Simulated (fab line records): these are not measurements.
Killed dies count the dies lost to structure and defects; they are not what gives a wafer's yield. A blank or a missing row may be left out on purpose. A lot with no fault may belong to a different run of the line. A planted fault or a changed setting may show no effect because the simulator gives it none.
Which of the tools did it? -- flow n5Finfet -- 11 lots with 33 wafers sampled at 4 steps, on a route of 1938 steps

WHAT THE GAUGES READ, wafer by wafer
Not one reading of a measure or inspect step in the record can be checked against a usual standard deviation.

WHICH TOOL RAN EACH LOT (tool, then ch and the chambers of the sampled wafers, then the start)
lot,N5_GATE_CUT_STRIP_29,N5_PASSIVATION_PASS_ETCH_74,N5_PASSIVATION_DESCUM_46,N5_PASSIVATION_PROBE_49
L489,"wetBench-05 ch 0,6,7, day 4 18:48","rieDiel-02 ch 0,1, day 12 04:19","rieDiel-06 ch 0,2,3, day 12 08:01",-
L491,"wetBench-02 ch 3,6,7, day 5 02:19","rieDiel-04 ch 0,1,3, day 12 20:34","rieDiel-06 ch 0,1,2, day 13 00:04",-
L493,"wetBench-05 ch 0,4,5, day 5 15:28","rieDiel-02 ch 0,2,3, day 13 05:25","rieDiel-06 ch 0,1, day 13 09:45",-
L492,"wetBench-05 ch 1,3,4, day 5 17:01","rieDiel-02 ch 1,3, day 13 16:04","rieDiel-06 ch 0,1,3, day 13 19:22",-
L494,"wetBench-05 ch 1,3,7, day 6 02:01","rieDiel-04 ch 0,2, day 14 21:59","rieDiel-01 ch 2,3, day 15 01:35",-
L496,"wetBench-05 ch 0,1,7, day 6 09:30","rieDiel-05 ch 1,3, day 15 02:58","rieDiel-01 ch 1,3, day 15 06:47",-
L497,"wetBench-02 ch 4,5,7, day 6 14:11","rieDiel-04 ch 0,2, day 15 12:55","rieDiel-01 ch 0,3, day 15 16:54",-
L498,"wetBench-02 ch 5,6,7, day 6 22:03","rieDiel-05 ch 0,2,3, day 14 09:17","rieDiel-06 ch 1,3, day 14 13:18",-
L501,"wetBench-05 ch 3,6,7, day 7 12:55","rieDiel-05 ch 0,2, day 16 04:46","rieDiel-06 ch 0,1,2, day 16 08:42",-
L505,"wetBench-05 ch 0,2,3, day 8 11:49","rieDiel-02 ch 0,1,2, day 16 15:00","rieDiel-06 ch 0,2,3, day 16 18:38","prober-01, day 16 21:41"
L511,"wetBench-02 ch 3,4,6, day 10 02:53","rieDiel-04 ch 0,1,3, day 17 16:12","rieDiel-01 ch 0,2,3, day 17 19:52",-
- N5_GATE_CUT_STRIP_29: strips in post etch residue remover, time 60 s.
- N5_PASSIVATION_PASS_ETCH_74: etches SiNx in CF4/O2, target depth 220 nm, time 110 s.
- N5_PASSIVATION_DESCUM_46: chemistry O2, time 7.9 s.
- N5_PASSIVATION_PROBE_49

WHAT THE TOOLS THEMSELVES READ (means of the sampled wafers that have a number; where no wafer has one, the mark that the record gives instead)
N5_PASSIVATION_PASS_ETCH_74. Usual: O2_flow_sccm 10.000 sccm, standard deviation 0.026; drypumpMotorCurrentA 5.8 A, standard deviation 0.45; oesProductAu 0.79 a.u., standard deviation 0.1; rfVppV 241.4 V, standard deviation 2.8; showerheadPlenumPTorr 2.21 Torr, standard deviation 0.074; throttleValvePct 16.07 %, standard deviation 0.27.
lot,tool,O2_flow_sccm (sccm),drypumpMotorCurrentA (A),oesProductAu (a.u.),rfVppV (V),showerheadPlenumPTorr (Torr),throttleValvePct (%),flag
L489,rieDiel-02,9.992,5.9,0.83,242.3,2.28,15.92,
L491,rieDiel-04,9.994,6.1,0.80,240.2,2.21,16.14,
L493,rieDiel-02,10.012,5.4,0.71,240.1,2.19,16.20,
L492,rieDiel-02,9.985,5.1,0.77,239.9,2.23,16.10,
L494,rieDiel-04,9.995,5.7,0.72,242.1,2.24,16.20,
L496,rieDiel-05,10.005,6.0,0.68,243.9,2.17,16.50,
L497,rieDiel-04,9.990,5.7,0.71,242.6,2.24,16.22,
L498,rieDiel-05,9.996,5.5,0.74,242.0,2.17,16.15,
L501,rieDiel-05,9.997,5.4,0.91,240.8,2.16,15.75,
L505,rieDiel-02,9.996,5.8,0.82,242.1,2.23,15.89,
L511,rieDiel-04,10.011,6.1,0.76,240.3,2.20,16.20,

N5_PASSIVATION_DESCUM_46. Usual: drypumpMotorCurrentA 5.8 A, standard deviation 0.39; oesProductAu 0.79 a.u., standard deviation 0.076; rfVppV 243.2 V, standard deviation 1.3; showerheadPlenumPTorr 2.10 Torr, standard deviation 0.069; throttleValvePct 20.51 %, standard deviation 0.27.
lot,tool,drypumpMotorCurrentA (A),oesProductAu (a.u.),rfVppV (V),showerheadPlenumPTorr (Torr),throttleValvePct (%),flag
L489,rieDiel-06,6.0,0.75,243.3,2.09,20.62,
L491,rieDiel-06,6.1,0.75,242.9,2.06,20.75,
L493,rieDiel-06,5.8,0.77,242.9,2.04,20.69,
L492,rieDiel-06,5.6,0.77,243.0,2.07,20.56,
L494,rieDiel-01,6.0,0.74,243.2,2.11,20.49,
L496,rieDiel-01,5.7,0.78,243.4,2.07,20.12,
L497,rieDiel-01,5.9,0.82,242.4,2.03,20.26,
L498,rieDiel-06,5.6,0.78,241.9,2.04,20.61,
L501,rieDiel-06,6.1,0.72,243.1,2.05,20.80,
L505,rieDiel-06,6.0,0.71,242.8,2.08,20.66,
L511,rieDiel-01,5.8,0.84,243.0,2.06,20.39,

N5_PASSIVATION_PROBE_49. Usual: defectLimitedYield 91.1 %, standard deviation 1.4; killed_at_M0_to_M3 33, standard deviation 10; killed_at_M4_up 15, standard deviation 5.8; killedAtContacts 13, standard deviation 5.9; killedAtFrontEnd 39, standard deviation 11; killedAtOther 4, standard deviation 3.6; killedDies 105, standard deviation 16; killedOpen 68, standard deviation 11; killedShort 34, standard deviation 7.8; sort_bin_5_function 5.2 %, standard deviation 0.88; sort_bin_6_memory 3.3 %, standard deviation 0.61; sortNPass 1075, standard deviation 16; sortYieldPct 91.1 %, standard deviation 1.4.
lot,tool,defectLimitedYield (%),killed_at_M0_to_M3,killed_at_M4_up,killedAtContacts,killedAtFrontEnd,killedAtOther,killedDies,killedOpen,killedShort,sort_bin_5_function (%),sort_bin_6_memory (%),sortNPass,sortYieldPct (%),flag
L505,prober-01,85.4,48,19,4,95,5,172,77,44,8.7,4.3,1008,85.4,OFF

THE ANSWER, worked out from the rows above alone
Rule: a lot counts as off when the mean over its wafers that have a number is more than 3 standard deviations away from the usual mean. Also off: a lot with no number at a reading for which 4 or more lots have one. The other lots that the step has rows for count as sound. Order of review: gauges by route order, followed by the tools' own readings, for which a lot's mean as printed above is used. The first step at which some lot is off is used, and at that step the reading that is off furthest; a lot without a number counts as furthest.
Off: L505, at N5_PASSIVATION_PROBE_49 (killedAtFrontEnd). Neither off nor sound, because the step has no rows for them: L489, L491, L493, L492, L494, L496, L497, L498, L501, L511.
If a tool, at that step or one of the process steps before it, ran each lot that is off and ran no sound lot following the first of them, it fits. Can't be told from this: 4 tools fit, wetBench-05 at N5_GATE_CUT_STRIP_29, rieDiel-02 at N5_PASSIVATION_PASS_ETCH_74, rieDiel-06 at N5_PASSIVATION_DESCUM_46, prober-01 at N5_PASSIVATION_PROBE_49.

WHAT HAD BEEN PUT IN BY THE SIMULATOR
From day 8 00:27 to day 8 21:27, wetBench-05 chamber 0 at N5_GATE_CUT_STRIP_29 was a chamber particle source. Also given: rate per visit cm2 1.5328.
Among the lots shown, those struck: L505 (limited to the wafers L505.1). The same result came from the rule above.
